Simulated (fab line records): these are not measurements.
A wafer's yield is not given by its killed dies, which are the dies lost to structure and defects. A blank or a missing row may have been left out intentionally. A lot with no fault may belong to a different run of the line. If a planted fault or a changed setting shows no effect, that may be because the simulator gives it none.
fab line records / flow n5Finfet
record lots=4 wafers=12 lastDay=19
route steps=1938 shown BEOL_M13@1672 PASSIVATION@1936
lots untouched by any fault: they come from a run of this same line in which no faults occurred
startH: hours from the record's first day to the start of the lot's first wafer shown / waitH: how many hours have passed since the lot's step before this one / " as in the row above / L1.1+2: several wafers, shown together as one row / - no value, or no start given / * or withheld: withheld / < > ~ a bound
route shown NAME@n: NAME is a module with steps in the file, n the number in the route of the first one / usual: mean/standard deviation taken from wafers without a fault / same: alike in all rows / chamber/n: place in a boat / sites: each site's reading / _std_site: standard deviation of those values / _edge_site: mean of outer sites minus mean of inner sites / radiusMm: for every site, how far away it sits from the centre of the wafer / mask NAME#n: copy n / behind: the tool/chamber that last shaped the wafer / hold: why the lot went on hold/how many hours it stayed there/how the hold came to an end / device: the transistor (n, p or np) that didn't switch / end of line: the route-end tests of the same wafers / a step with no rows: only its recipe / killed: count of dies lost to structure and defects at first sort (not the wafer's yield) / map: a wafer's dies, marking killed ones x, the rest . and places with no die _
set.NAME: the setting that was run; set.NAME@STEP: the one run at that earlier step / model.NAME: the simulator's own value behind a step, which no gauge read
lots at selected steps of the route; one table per step, one row per wafer
services: from which hour (startH, from the record's first day; less than 0 if before it) a tool's chamber was out of use, for how many hours, and why
## steps
# step N5_BEOL_M13_DESCUM_15
# recipe chemistry=O2 timeS=7.9 sourcePowerW=50 biasPowerW=20 pressureMtorr=20 rfFrequencyHz=2.712e+07 tempC=40 o2FlowSccm=225
# step N5_BEOL_M13_ETCH_59
# recipe chemistry=N2/H2 target=BARC targetDepthA=890 overetchA=267 timeS=67.9 ionEnergyEv=200 pressureMtorr=30 sourceW=840 biasW=150 n2FlowSccm=200 h2FlowSccm=200
# step N5_BEOL_M13_VIA_ETCH_16
# recipe chemistry=C4F8/O2/Ar target=SiOC pressureMtorr=30 sourceW=3000 biasW=700 Ar_flow_sccm=400 C4F8_flow_sccm=15 O2_flow_sccm=8 heInnerTorr=15 heOuterTorr=30 targetDepthA=9217 timeS=withheld ionEnergyEv=250 ends=cleared
# step N5_BEOL_M13_STRIP_63
# recipe chemistry=N2/H2 powerW=1000 tempC=250 h2Frac=0.65 overashFraction=0.3 pressureMtorr=1000 n2FlowSccm=1750 h2FlowSccm=3250
# step N5_BEOL_M13_STRIP_64
# recipe chemistry=N2/H2 powerW=1000 tempC=250 h2Frac=0.65 overashFraction=0.3 pressureMtorr=withheld n2FlowSccm=1750 h2FlowSccm=3250
# step N5_BEOL_M13_STRIP_71
# recipe chemistry=postEtchResidueRemover timeS=60 tempC=25 removerPh=withheld removerWaterWtPct=withheld removerFluorideWtPct=withheld
# step N5_BEOL_M13_SRD_72
# recipe timeS=30 tempC=23 rinseLiquid=diw dry=n2Spin spinRpm=1500 dryTimeS=30
# step N5_BEOL_M13_COAT_65
# recipe resist=SOC tempC=250 timeS=60 spinRpm=1500 resistThkNm=350
# step N5_BEOL_M13_COAT_66
# recipe resist=SiARC tempC=220 timeS=60 spinRpm=1500 resistThkNm=110
# usual exhaustPa=45.0/0.87 spinSpeedRpm=1500.0/0.96
lot.wafer=L409.3 tool=lithoTrack-05 chamber=0 startH=265.37 waitH=- exhaustPa=46.8 spinSpeedRpm=1500.7 model.SiARC_of_BEOL_M13_COAT_66.thkNm=110.2
lot.wafer=L409.4 tool=lithoTrack-05 chamber=0 startH=265.37 waitH=- exhaustPa=45.0 spinSpeedRpm=1500.6 model.SiARC_of_BEOL_M13_COAT_66.thkNm=110
lot.wafer=L409.5 tool=lithoTrack-05 chamber=0 startH=265.37 waitH=- exhaustPa=46.4 spinSpeedRpm=1499.9 model.SiARC_of_BEOL_M13_COAT_66.thkNm=110.2
lot.wafer=L422.2 tool=lithoTrack-05 chamber=0 startH=366.83 waitH=- exhaustPa=45.6 spinSpeedRpm=1674.5 model.SiARC_of_BEOL_M13_COAT_66.thkNm=103.8
lot.wafer=L422.3 tool=lithoTrack-05 chamber=0 startH=366.83 waitH=- exhaustPa=45.1 spinSpeedRpm=1675.2 model.SiARC_of_BEOL_M13_COAT_66.thkNm=104.2
lot.wafer=L422.6 tool=lithoTrack-05 chamber=0 startH=366.83 waitH=- exhaustPa=45.6 spinSpeedRpm=1675.1 model.SiARC_of_BEOL_M13_COAT_66.thkNm=104.2
lot.wafer=L423.2 tool=lithoTrack-05 chamber=0 startH=369.93 waitH=- exhaustPa=44.5 spinSpeedRpm=1673.2 model.SiARC_of_BEOL_M13_COAT_66.thkNm=104.2
lot.wafer=L423.4 tool=lithoTrack-05 chamber=0 startH=369.93 waitH=- exhaustPa=44.8 spinSpeedRpm=1673.5 model.SiARC_of_BEOL_M13_COAT_66.thkNm=104
lot.wafer=L423.5 tool=lithoTrack-05 chamber=0 startH=369.93 waitH=- exhaustPa=45.9 spinSpeedRpm=1672.8 model.SiARC_of_BEOL_M13_COAT_66.thkNm=104
lot.wafer=L429.3 tool=lithoTrack-03 chamber=0 startH=415.04 waitH=- exhaustPa=44.8 spinSpeedRpm=1501.1 model.SiARC_of_BEOL_M13_COAT_66.thkNm=110.6
lot.wafer=L429.5 tool=lithoTrack-03 chamber=0 startH=415.04 waitH=- exhaustPa=45.0 spinSpeedRpm=1500.6 model.SiARC_of_BEOL_M13_COAT_66.thkNm=110.8
lot.wafer=L429.6 tool=lithoTrack-03 chamber=0 startH=415.04 waitH=- exhaustPa=43.6 spinSpeedRpm=1499.9 model.SiARC_of_BEOL_M13_COAT_66.thkNm=110.8
# step N5_BEOL_M13_COAT_22
# recipe spinRpm=2888 resistThkNm=300
# step N5_BEOL_M13_EBR_24
# recipe solvent=PGMEA ebrWidthMm=1.5
# step N5_BEOL_M13_SOFTBAKE_23
# recipe tempC=130 timeS=60
# step N5_BEOL_M13_EXPOSE_25
# recipe maskId=M13 na=0.93 sourceShape=conventional sigmaOuter=0.4 polarization=unpolarized targetCdNm=210 doseMj=22
# step N5_BEOL_M13_PEB_26
# recipe pebTempC=130 pebTimeS=90
# step N5_BEOL_M13_DEVELOP_27
# recipe developTimeS=45 rinseLiquid=diw dry=airSpin devTempC=21
# step N5_BEOL_M13_HARDBAKE_32
# recipe tempC=130 timeS=120
# step N5_BEOL_M13_DESCUM_33
# recipe chemistry=O2 timeS=7.9 sourcePowerW=50 biasPowerW=20 pressureMtorr=20 rfFrequencyHz=2.712e+07 tempC=40 o2FlowSccm=225
# step N5_BEOL_M13_ETCH_67
# recipe chemistry=CF4 target=SiARC targetDepthA=1430 timeS=238.3 ionEnergyEv=80 pressureMtorr=40 sourceW=545 biasW=36 Ar_flow_sccm=100 cf4FlowSccm=100 ends=cleared
# usual drypumpMotorCurrentA=5.4/0.38 etchRfOnTimeS=235/8.2 mfcArSccm=100.05/0.28 oesProductAu=0.70/0.068 rfVppV=184.1/1 showerheadPlenumPTorr=2.13/0.05 throttleValvePct=15.58/0.26
lot.wafer=L409.3 tool=rieDiel-06 chamber=0 startH=265.96 waitH=0.0 drypumpMotorCurrentA=5.5 etchRfOnTimeS=239 mfcArSccm=100.49 oesProductAu=0.61 rfHoursCounterH=207 rfVppV=183.0 showerheadPlenumPTorr=2.05 throttleValvePct=16.12 model.etch.depthNm=110.1 model.coat_of_BEOL_M13_COAT_22.thkNm=210.6
lot.wafer=L409.4 tool=rieDiel-06 chamber=1 startH=265.96 waitH=0.0 drypumpMotorCurrentA=5.8 etchRfOnTimeS=237 mfcArSccm=99.67 oesProductAu=0.82 rfHoursCounterH=3 rfVppV=185.9 showerheadPlenumPTorr=2.10 throttleValvePct=15.13 model.etch.depthNm=110 model.coat_of_BEOL_M13_COAT_22.thkNm=211.2
lot.wafer=L409.5 tool=rieDiel-06 chamber=0 startH=265.96 waitH=0.0 drypumpMotorCurrentA=5.5 etchRfOnTimeS=238 mfcArSccm=99.90 oesProductAu=0.61 rfHoursCounterH=- rfVppV=184.0 showerheadPlenumPTorr=2.05 throttleValvePct=16.13 model.etch.depthNm=110.1 model.coat_of_BEOL_M13_COAT_22.thkNm=211.8
lot.wafer=L422.2 tool=rieDiel-01 chamber=3 startH=367.36 waitH=0.0 drypumpMotorCurrentA=5.3 etchRfOnTimeS=219 mfcArSccm=100.74 oesProductAu=0.67 rfHoursCounterH=149 rfVppV=183.9 showerheadPlenumPTorr=2.15 throttleValvePct=15.72 model.etch.depthNm=103.7 model.coat_of_BEOL_M13_COAT_22.thkNm=215.2
lot.wafer=L422.3 tool=rieDiel-01 chamber=0 startH=367.36 waitH=0.0 drypumpMotorCurrentA=6.3 etchRfOnTimeS=227 mfcArSccm=99.97 oesProductAu=0.72 rfHoursCounterH=63 rfVppV=182.5 showerheadPlenumPTorr=2.08 throttleValvePct=15.24 model.etch.depthNm=104.2 model.coat_of_BEOL_M13_COAT_22.thkNm=214.8
lot.wafer=L422.6 tool=rieDiel-01 chamber=0 startH=367.36 waitH=0.0 drypumpMotorCurrentA=6.3 etchRfOnTimeS=227 mfcArSccm=100.00 oesProductAu=0.72 rfHoursCounterH=- rfVppV=184.3 showerheadPlenumPTorr=2.08 throttleValvePct=15.24 model.etch.depthNm=104.2 model.coat_of_BEOL_M13_COAT_22.thkNm=214.6
lot.wafer=L423.2 tool=rieDiel-06 chamber=2 startH=370.42 waitH=0.0 drypumpMotorCurrentA=5.3 etchRfOnTimeS=227 mfcArSccm=100.44 oesProductAu=0.66 rfHoursCounterH=113 rfVppV=183.6 showerheadPlenumPTorr=2.16 throttleValvePct=15.42 model.etch.depthNm=104.1 model.coat_of_BEOL_M13_COAT_22.thkNm=215.2
lot.wafer=L423.4 tool=rieDiel-06 chamber=3 startH=370.42 waitH=0.0 drypumpMotorCurrentA=4.9 etchRfOnTimeS=230 mfcArSccm=99.86 oesProductAu=0.59 rfHoursCounterH=241 rfVppV=184.9 showerheadPlenumPTorr=2.09 throttleValvePct=15.77 model.etch.depthNm=104.1 model.coat_of_BEOL_M13_COAT_22.thkNm=213.8
lot.wafer=L423.5 tool=rieDiel-06 chamber=1 startH=370.42 waitH=0.0 drypumpMotorCurrentA=5.8 etchRfOnTimeS=221 mfcArSccm=99.63 oesProductAu=0.76 rfHoursCounterH=- rfVppV=183.9 showerheadPlenumPTorr=2.09 throttleValvePct=15.19 model.etch.depthNm=103.9 model.coat_of_BEOL_M13_COAT_22.thkNm=215.8
lot.wafer=L429.3 tool=rieDiel-06 chamber=3 startH=415.45 waitH=0.0 drypumpMotorCurrentA=4.9 etchRfOnTimeS=227 mfcArSccm=99.97 oesProductAu=0.87 rfHoursCounterH=0 rfVppV=183.6 showerheadPlenumPTorr=2.09 throttleValvePct=15.31 model.etch.depthNm=110.6 model.coat_of_BEOL_M13_COAT_22.thkNm=211.2
lot.wafer=L429.5 tool=rieDiel-06 chamber=3 startH=415.45 waitH=0.0 drypumpMotorCurrentA=4.9 etchRfOnTimeS=230 mfcArSccm=100.35 oesProductAu=0.87 rfHoursCounterH=- rfVppV=184.5 showerheadPlenumPTorr=2.09 throttleValvePct=15.30 model.etch.depthNm=110.9 model.coat_of_BEOL_M13_COAT_22.thkNm=211.2
lot.wafer=L429.6 tool=rieDiel-06 chamber=0 startH=415.45 waitH=0.0 drypumpMotorCurrentA=5.5 etchRfOnTimeS=244 mfcArSccm=99.76 oesProductAu=0.58 rfHoursCounterH=- rfVppV=182.8 showerheadPlenumPTorr=2.04 throttleValvePct=16.19 model.etch.depthNm=110.8 model.coat_of_BEOL_M13_COAT_22.thkNm=211.4
# step N5_BEOL_M13_ETCH_68
# recipe chemistry=N2/H2 target=SOC maskMaterial=SiARC sourceW=3000 biasW=350 tempC=40 timeS=355 ionEnergyEv=200 pressureMtorr=30 n2FlowSccm=200 h2FlowSccm=200
# usual drypumpMotorCurrentA=5.5/0.38 oesProductAu=0.81/0.077 rfVppV=523.5/1.9 showerheadPlenumPTorr=2.53/0.066 throttleValvePct=17.7/0.35
lot.wafer=L409.3 tool=rieDiel-06 chamber=0 startH=266.10 waitH=0.1 drypumpMotorCurrentA=5.5 oesProductAu=0.71 rfHoursCounterH=207 rfVppV=520.2 showerheadPlenumPTorr=2.41 throttleValvePct=18.3 model.SiARC_of_BEOL_M13_COAT_66.thkNm=77.6
lot.wafer=L409.4 tool=rieDiel-06 chamber=1 startH=266.10 waitH=0.1 drypumpMotorCurrentA=5.8 oesProductAu=0.96 rfHoursCounterH=4 rfVppV=523.9 showerheadPlenumPTorr=2.48 throttleValvePct=17.1 model.SiARC_of_BEOL_M13_COAT_66.thkNm=76.8
lot.wafer=L409.5 tool=rieDiel-06 chamber=0 startH=266.10 waitH=0.1 drypumpMotorCurrentA=5.5 oesProductAu=0.71 rfHoursCounterH=- rfVppV=520.8 showerheadPlenumPTorr=2.41 throttleValvePct=18.3 model.SiARC_of_BEOL_M13_COAT_66.thkNm=77.4
lot.wafer=L422.2 tool=rieDiel-01 chamber=3 startH=367.51 waitH=0.1 drypumpMotorCurrentA=5.3 oesProductAu=0.78 rfHoursCounterH=149 rfVppV=525.4 showerheadPlenumPTorr=2.55 throttleValvePct=18.0 model.SiARC_of_BEOL_M13_COAT_66.thkNm=70.4
lot.wafer=L422.3 tool=rieDiel-01 chamber=0 startH=367.51 waitH=0.1 drypumpMotorCurrentA=6.3 oesProductAu=0.85 rfHoursCounterH=63 rfVppV=521.0 showerheadPlenumPTorr=2.44 throttleValvePct=17.2 model.SiARC_of_BEOL_M13_COAT_66.thkNm=71.4
lot.wafer=L422.6 tool=rieDiel-01 chamber=0 startH=367.51 waitH=0.1 drypumpMotorCurrentA=6.4 oesProductAu=0.85 rfHoursCounterH=- rfVppV=520.1 showerheadPlenumPTorr=2.44 throttleValvePct=17.2 model.SiARC_of_BEOL_M13_COAT_66.thkNm=71.2
lot.wafer=L423.2 tool=rieDiel-06 chamber=2 startH=370.57 waitH=0.1 drypumpMotorCurrentA=5.3 oesProductAu=0.78 rfHoursCounterH=113 rfVppV=523.7 showerheadPlenumPTorr=2.55 throttleValvePct=17.5 model.SiARC_of_BEOL_M13_COAT_66.thkNm=71.2
lot.wafer=L423.4 tool=rieDiel-06 chamber=3 startH=370.57 waitH=0.1 drypumpMotorCurrentA=4.9 oesProductAu=0.68 rfHoursCounterH=241 rfVppV=522.1 showerheadPlenumPTorr=2.50 throttleValvePct=17.9 model.SiARC_of_BEOL_M13_COAT_66.thkNm=72
lot.wafer=L423.5 tool=rieDiel-06 chamber=1 startH=370.57 waitH=0.1 drypumpMotorCurrentA=5.7 oesProductAu=0.87 rfHoursCounterH=- rfVppV=520.7 showerheadPlenumPTorr=2.46 throttleValvePct=17.2 model.SiARC_of_BEOL_M13_COAT_66.thkNm=71
lot.wafer=L429.3 tool=rieDiel-06 chamber=3 startH=415.59 waitH=0.1 drypumpMotorCurrentA=4.9 oesProductAu=1.02 rfHoursCounterH=0 rfVppV=522.3 showerheadPlenumPTorr=2.49 throttleValvePct=17.5 model.SiARC_of_BEOL_M13_COAT_66.thkNm=75.8
lot.wafer=L429.5 tool=rieDiel-06 chamber=3 startH=415.59 waitH=0.1 drypumpMotorCurrentA=4.9 oesProductAu=1.02 rfHoursCounterH=- rfVppV=524.9 showerheadPlenumPTorr=2.49 throttleValvePct=17.5 model.SiARC_of_BEOL_M13_COAT_66.thkNm=76
lot.wafer=L429.6 tool=rieDiel-06 chamber=0 startH=415.59 waitH=0.1 drypumpMotorCurrentA=5.5 oesProductAu=0.68 rfHoursCounterH=- rfVppV=518.3 showerheadPlenumPTorr=2.40 throttleValvePct=18.4 model.SiARC_of_BEOL_M13_COAT_66.thkNm=78.4
# step N5_BEOL_M13_STRIP_69
# recipe chemistry=N2/H2 tempC=40 n2FlowSccm=200 h2FlowSccm=200 rfFrequencyHz=6e+07
# step N5_PASSIVATION_PROBE_49
# usual defectLimitedYield=91.0/1.4 killed_at_M0_to_M3=34/10 killed_at_M4_up=15/5.5 killedAtContacts=12/6.1 killedAtFrontEnd=41/12 killedAtOther=4/3.4 killedDies=106/17 killedOpen=70/13 killedShort=34/7.4 sort_bin_4_leakage=0.01/0.065 sort_bin_5_function=5.3/1 sort_bin_6_memory=3.4/0.69 sort_bin_8_speed=0.03/0.22 sortNPass=1073/17 sortYieldPct=91.0/1.4
# same grossDies=1180 killedAtBackSide=0
lot.wafer=L409.3 tool=prober-02 chamber=- startH=295.31 waitH=0.1 defectLimitedYield[%]=89.6 killed_at_M0_to_M3=54 killed_at_M4_up=17 killedAtContacts=9 killedAtFrontEnd=38 killedAtOther=5 killedDies=123 killedOpen=80 killedShort=40 sort_bin_4_leakage[%]=0 sort_bin_5_function[%]=6.1 sort_bin_6_memory[%]=4.0 sort_bin_8_speed[%]=0 sortNPass=1057 sortYieldPct[%]=89.6
lot.wafer=L409.4 tool=prober-02 chamber=- startH=295.36 waitH=0.2 defectLimitedYield[%]=88.6 killed_at_M0_to_M3=44 killed_at_M4_up=16 killedAtContacts=13 killedAtFrontEnd=60 killedAtOther=2 killedDies=135 killedOpen=83 killedShort=46 sort_bin_4_leakage[%]=0 sort_bin_5_function[%]=5.8 sort_bin_6_memory[%]=4.8 sort_bin_8_speed[%]=0 sortNPass=1045 sortYieldPct[%]=88.6
lot.wafer=L409.5 tool=prober-02 chamber=- startH=295.41 waitH=0.2 defectLimitedYield[%]=91.5 killed_at_M0_to_M3=39 killed_at_M4_up=10 killedAtContacts=13 killedAtFrontEnd=33 killedAtOther=5 killedDies=100 killedOpen=67 killedShort=32 sort_bin_4_leakage[%]=0 sort_bin_5_function[%]=5.1 sort_bin_6_memory[%]=3.2 sort_bin_8_speed[%]=0 sortNPass=1080 sortYieldPct[%]=91.5
lot.wafer=L422.2 tool=prober-01 chamber=- startH=408.88 waitH=0.1 defectLimitedYield[%]=90.3 killed_at_M0_to_M3=26 killed_at_M4_up=23 killedAtContacts=16 killedAtFrontEnd=42 killedAtOther=8 killedDies=115 killedOpen=74 killedShort=38 sort_bin_4_leakage[%]=0 sort_bin_5_function[%]=4.7 sort_bin_6_memory[%]=4.7 sort_bin_8_speed[%]=0 sortNPass=1065 sortYieldPct[%]=90.3
lot.wafer=L422.3 tool=prober-01 chamber=- startH=408.93 waitH=0.1 defectLimitedYield[%]=93.1 killed_at_M0_to_M3=25 killed_at_M4_up=25 killedAtContacts=7 killedAtFrontEnd=24 killedAtOther=0 killedDies=81 killedOpen=59 killedShort=20 sort_bin_4_leakage[%]=0 sort_bin_5_function[%]=3.9 sort_bin_6_memory[%]=2.7 sort_bin_8_speed[%]=0 sortNPass=1099 sortYieldPct[%]=93.1
lot.wafer=L422.6 tool=prober-01 chamber=- startH=409.08 waitH=0.3 defectLimitedYield[%]=92.3 killed_at_M0_to_M3=23 killed_at_M4_up=14 killedAtContacts=8 killedAtFrontEnd=40 killedAtOther=6 killedDies=91 killedOpen=61 killedShort=30 sort_bin_4_leakage[%]=0 sort_bin_5_function[%]=4.5 sort_bin_6_memory[%]=3.0 sort_bin_8_speed[%]=0 sortNPass=1089 sortYieldPct[%]=92.3
lot.wafer=L423.2 tool=prober-02 chamber=- startH=413.60 waitH=0.1 defectLimitedYield[%]=93.2 killed_at_M0_to_M3=26 killed_at_M4_up=11 killedAtContacts=13 killedAtFrontEnd=26 killedAtOther=4 killedDies=80 killedOpen=51 killedShort=29 sort_bin_4_leakage[%]=0 sort_bin_5_function[%]=4.3 sort_bin_6_memory[%]=2.2 sort_bin_8_speed[%]=2.12 sortNPass=1075 sortYieldPct[%]=91.1
lot.wafer=L423.4 tool=prober-02 chamber=- startH=413.70 waitH=0.2 defectLimitedYield[%]=92.8 killed_at_M0_to_M3=39 killed_at_M4_up=2 killedAtContacts=4 killedAtFrontEnd=38 killedAtOther=2 killedDies=85 killedOpen=47 killedShort=33 sort_bin_4_leakage[%]=0 sort_bin_5_function[%]=3.7 sort_bin_6_memory[%]=2.9 sort_bin_8_speed[%]=0 sortNPass=1095 sortYieldPct[%]=92.8
lot.wafer=L423.5 tool=prober-02 chamber=- startH=413.75 waitH=0.2 defectLimitedYield[%]=92.9 killed_at_M0_to_M3=42 killed_at_M4_up=8 killedAtContacts=6 killedAtFrontEnd=27 killedAtOther=1 killedDies=84 killedOpen=56 killedShort=27 sort_bin_4_leakage[%]=0 sort_bin_5_function[%]=4.6 sort_bin_6_memory[%]=2.1 sort_bin_8_speed[%]=0 sortNPass=1096 sortYieldPct[%]=92.9
lot.wafer=L429.3 tool=prober-01 chamber=- startH=448.26 waitH=0.1 defectLimitedYield[%]=93.5 killed_at_M0_to_M3=20 killed_at_M4_up=14 killedAtContacts=14 killedAtFrontEnd=27 killedAtOther=2 killedDies=77 killedOpen=45 killedShort=30 sort_bin_4_leakage[%]=0 sort_bin_5_function[%]=4.2 sort_bin_6_memory[%]=2.0 sort_bin_8_speed[%]=0 sortNPass=1103 sortYieldPct[%]=93.5
lot.wafer=L429.5 tool=prober-01 chamber=- startH=448.36 waitH=0.2 defectLimitedYield[%]=90.8 killed_at_M0_to_M3=29 killed_at_M4_up=15 killedAtContacts=34 killedAtFrontEnd=27 killedAtOther=3 killedDies=108 killedOpen=75 killedShort=30 sort_bin_4_leakage[%]=0 sort_bin_5_function[%]=4.9 sort_bin_6_memory[%]=3.9 sort_bin_8_speed[%]=0 sortNPass=1072 sortYieldPct[%]=90.8
lot.wafer=L429.6 tool=prober-01 chamber=- startH=448.41 waitH=0.3 defectLimitedYield[%]=92.1 killed_at_M0_to_M3=23 killed_at_M4_up=13 killedAtContacts=14 killedAtFrontEnd=35 killedAtOther=8 killedDies=93 killedOpen=48 killedShort=44 sort_bin_4_leakage[%]=0.08 sort_bin_5_function[%]=4.5 sort_bin_6_memory[%]=3.0 sort_bin_8_speed[%]=0 sortNPass=1086 sortYieldPct[%]=92.0
# killed by level:class
L409.3 BEOL_M3:geometricParticle:open=14 BEOL_M0_SAQP:geometricParticle:short=12 BEOL_M1:geometricParticle:open=11 BEOL_M0_SAQP:geometricParticle:open=9 BEOL_M4:geometricParticle:open=9 STI_FIN_REVEAL:geometricParticle:open=8 MOL_CONTACT_COAG:geometricParticle:open=6 FIN_SAQP:geometricParticle:open=5
L409.4 STI_FIN_REVEAL:geometricParticle:open=15 BEOL_M0_SAQP:geometricParticle:short=13 DUMMY_GATE:geometricParticle:open=10 MOL_CONTACT_COAG:geometricParticle:open=9 GATE_CUT:geometricParticle:short=8 BEOL_M0_SAQP:geometricParticle:open=8 BEOL_M1:geometricParticle:open=7 BEOL_M4:geometricParticle:open=7
L409.5 BEOL_M0_SAQP:geometricParticle:open=14 BEOL_M0_SAQP:geometricParticle:short=12 MOL_CONTACT_COAG:geometricParticle:open=9 STI_FIN_REVEAL:geometricParticle:open=8 DUMMY_GATE:geometricParticle:open=6 BEOL_M2:geometricParticle:open=5 MOL_CONTACT_COAG:geometricParticle:short=4 BEOL_M4:geometricParticle:open=4
L422.2 MOL_CONTACT_COAG:geometricParticle:open=14 BEOL_M4:geometricParticle:open=10 BEOL_M3:geometricParticle:open=8 FIN_SAQP:geometricParticle:short=6 STI_FIN_REVEAL:geometricParticle:open=5 GATE_CUT:geometricParticle:short=5 BEOL_M0_SAQP:geometricParticle:short=5 STARTING-WAFER:geometricParticle:short=5
L422.3 STI_FIN_REVEAL:geometricParticle:open=9 BEOL_M4:geometricParticle:open=9 BEOL_M2:geometricParticle:open=6 GATE_CUT:geometricParticle:short=5 MOL_CONTACT_COAG:geometricParticle:open=5 BEOL_M3:geometricParticle:open=5 GATE_CUT:geometricParticle:open=4 BEOL_M6:geometricParticle:open=4
L422.6 BEOL_M4:geometricParticle:open=8 FIN_SAQP:geometricParticle:open=7 GATE_CUT:geometricParticle:open=6 MOL_CONTACT_COAG:geometricParticle:open=6 BEOL_M0_SAQP:geometricParticle:short=4 BEOL_M2:geometricParticle:open=4 BEOL_M3:geometricParticle:open=4 STARTING-WAFER:geometricParticle:short=4
L423.2 MOL_CONTACT_COAG:geometricParticle:open=10 BEOL_M4:geometricParticle:open=8 GATE_CUT:geometricParticle:short=7 BEOL_M3:geometricParticle:open=7 STI_FIN_REVEAL:geometricParticle:open=6 BEOL_M1:geometricParticle:open=5 BEOL_M0_SAQP:geometricParticle:short=5 BEOL_M2:geometricParticle:open=5
L423.4 FIN_SAQP:geometricParticle:short=12 BEOL_M2:geometricParticle:open=9 BEOL_M3:geometricParticle:open=9 BEOL_M0:geometricParticle:open=6 BEOL_M1:geometricParticle:short=6 BEOL_M0_SAQP:geometricParticle:short=5 FIN_SAQP:geometricParticle:open=4 STI_FIN_REVEAL:geometricParticle:open=4
L423.5 BEOL_M1:geometricParticle:open=14 FIN_SAQP:geometricParticle:short=8 BEOL_M3:geometricParticle:open=8 BEOL_M0_SAQP:geometricParticle:open=6 MOL_CONTACT_COAG:geometricParticle:open=5 FIN_SAQP:geometricParticle:open=4 BEOL_M2:geometricParticle:open=4 STI_FIN_REVEAL:geometricParticle:open=3
L429.3 MOL_CONTACT_COAG:geometricParticle:open=9 FIN_SAQP:geometricParticle:short=8 BEOL_M0_SAQP:geometricParticle:open=8 MOL_CONTACT_COAG:geometricParticle:short=5 FIN_SAQP:geometricParticle:open=4 STI_FIN_REVEAL:geometricParticle:open=3 BEOL_M0_SAQP:geometricParticle:short=3 STARTING-WAFER:geometricParticle:short=3
L429.5 MOL_CONTACT_COAG:geometricParticle:open=25 FIN_SAQP:geometricParticle:open=8 MOL_CONTACT_COAG:geometricParticle:short=8 BEOL_M1:geometricParticle:open=8 STI_FIN_REVEAL:geometricParticle:open=5 BEOL_M0_SAQP:geometricParticle:open=4 BEOL_M0_SAQP:geometricParticle:short=4 BEOL_M3:geometricParticle:open=4
L429.6 FIN_SAQP:geometricParticle:open=9 MOL_CONTACT_COAG:geometricParticle:open=9 BEOL_M0_SAQP:geometricParticle:short=9 FIN_SAQP:geometricParticle:short=6 MOL_CONTACT_COAG:geometricParticle:short=5 BEOL_M1:geometricParticle:open=5 PAD_METAL:geometricParticle:short=5 BEOL_M0_SAQP:geometricParticle:open=4
## services
tool=rieDiel-06 chamber=0 startH=275.74 hours=19.4 kind=repair
tool=lithoTrack-03 chamber=- startH=284.29 hours=- kind=consumableReplace:filter
tool=rieDiel-06 chamber=1 startH=355.26 hours=8.1 kind=repair
tool=lithoTrack-03 chamber=- startH=372.72 hours=- kind=consumableReplace:filter
tool=rieDiel-06 chamber=2 startH=379.93 hours=9.8 kind=repair
tool=rieDiel-06 chamber=3 startH=391.55 hours=- kind=clean
tool=rieDiel-06 chamber=3 startH=391.55 hours=- kind=consumableReplace:focusRing
tool=rieDiel-06 chamber=3 startH=391.55 hours=23.5 kind=scheduledDown
tool=rieDiel-06 chamber=3 startH=391.55 hours=23.5 kind=ventCycle
tool=rieDiel-01 chamber=1 startH=400.75 hours=35.2 kind=repair
## key
firstSign step=N5_BEOL_M13_COAT_66 reading=spinSpeedRpm direction=up sigmas=99+ usual=* struck=*
effect none on later readings
modelEffect step=N5_BEOL_M13_COAT_66 value=SiARC_of_BEOL_M13_COAT_66.thkNm without=109.9 struck=104.1
modelEffect step=N5_BEOL_M13_ETCH_67 value=etch.depthNm without=109.9 struck=104
modelEffect step=N5_BEOL_M13_ETCH_68 value=SiARC_of_BEOL_M13_COAT_66.thkNm without=77.13 struck=71.2
metAt N5_BEOL_M13_COAT_66
struckWafers L422.2,L422.3,L422.6,L423.2,L423.4,L423.5
onsetBetween 265.37 366.83
fault kind=processParameterDrift tool=lithoTrack-05 chamber=- onsetH=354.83 steps=N5_BEOL_M13_COAT_66 channel=spinRpm offset=* shape=step endH=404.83 actsIn=* stated=*
